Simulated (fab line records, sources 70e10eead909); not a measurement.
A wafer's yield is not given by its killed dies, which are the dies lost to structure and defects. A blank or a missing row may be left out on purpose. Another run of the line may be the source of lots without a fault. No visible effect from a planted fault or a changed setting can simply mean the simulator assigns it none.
A lot that was struck, set against a sound lot :: flow nandHarc :: 14 out of 1302 route steps
Sound: wafers L553.2, L553.4, L553.5. Struck: wafers L539.2, L539.4, L539.6. At the end, the cause is stated.
Each step with rows lists, per side, the tool, then ch with its chambers, then its first start. Under that, the readings that differ: sound wafers :: struck wafers :: difference of the means :: sigmas: that difference in standard deviations of wafers without a fault.
alike: readings whose means differ by less than 2 such deviations, and words and numbers that are the same on both sides. not compared: withheld readings, readings that some wafer has no value for, bounds like >300 that may hide the same value, and numbers for which the record gives no deviation and whose values overlap.
Wherever a step has rows on one side only, a row that says differs or no value, or a row with sigmas, the two part there. Non-overlapping numbers with no deviation appear without sigmas and do not part them. A reading missing from all wafers of one side parts the sides only when that side holds two or more wafers.

first, 7 steps without rows for these wafers: NHARC_P_GATE_HMDS_39 (time 30 s); NHARC_P_GATE_COAT_40; NHARC_P_GATE_SOFTBAKE_41 (time 95 s); NHARC_P_GATE_EBR_42; NHARC_P_GATE_EXPOSE_43 (exposes mask P NSD, target cd 720 nm); NHARC_P_GATE_PEB_44 (peb time 85 s); NHARC_P_GATE_DEVELOP_45 (time 70 s).
NHARC_P_GATE_CD_MEAS_46: the cd target is 720 nm.
  sound on cdSem-03 ch 0, day 14 01:59; struck on cdSem-03 ch 0, day 8 01:13
  alike: cdNm
then, 1 step without rows for these wafers: NHARC_P_GATE_HARDBAKE_47 (time 80 s).
NHARC_P_GATE_DESCUM_48: chemistry O2, time 3 s.
  sound on rieDiel-10 ch 1,2, day 14 02:09; struck on rieDiel-09 ch 0,1,2, day 8 01:24
  alike: drypumpMotorCurrentA, oesProductAu, rfVppV, showerheadPlenumPTorr, throttleValvePct
  not compared: rfHoursCounterH
then, 1 step without rows for these wafers: NHARC_P_GATE_IMPLANT_49.
NHARC_P_GATE_STRIP_111: strips in N2/H2, time 250 s.
  sound on plasmaAsher-01 ch 0, day 14 02:34; struck on plasmaAsher-02 ch 0,1, day 8 01:48
  alike: drypumpMotorCurrentA, heaterPowerW
  not compared: rfHoursCounterH
NHARC_P_GATE_STRIP_75: strips in O2.
  sound on plasmaAsher-01 ch 0, day 14 02:49; struck on plasmaAsher-02 ch 0,1, day 8 02:04
  no value came back on the struck wafers for drypumpMotorCurrentA (A), heaterPowerW (W); on the sound wafers drypumpMotorCurrentA (A) reads 5.76 5.78 5.78
  not compared: rfHoursCounterH
then, 1 step without rows for these wafers: NHARC_P_GATE_STRIP_50 (strips in SPM, time 900 s).

WHERE THEY PART
NHARC_P_GATE_STRIP_75 only, going by this record.

WHY: whatever the simulator had introduced
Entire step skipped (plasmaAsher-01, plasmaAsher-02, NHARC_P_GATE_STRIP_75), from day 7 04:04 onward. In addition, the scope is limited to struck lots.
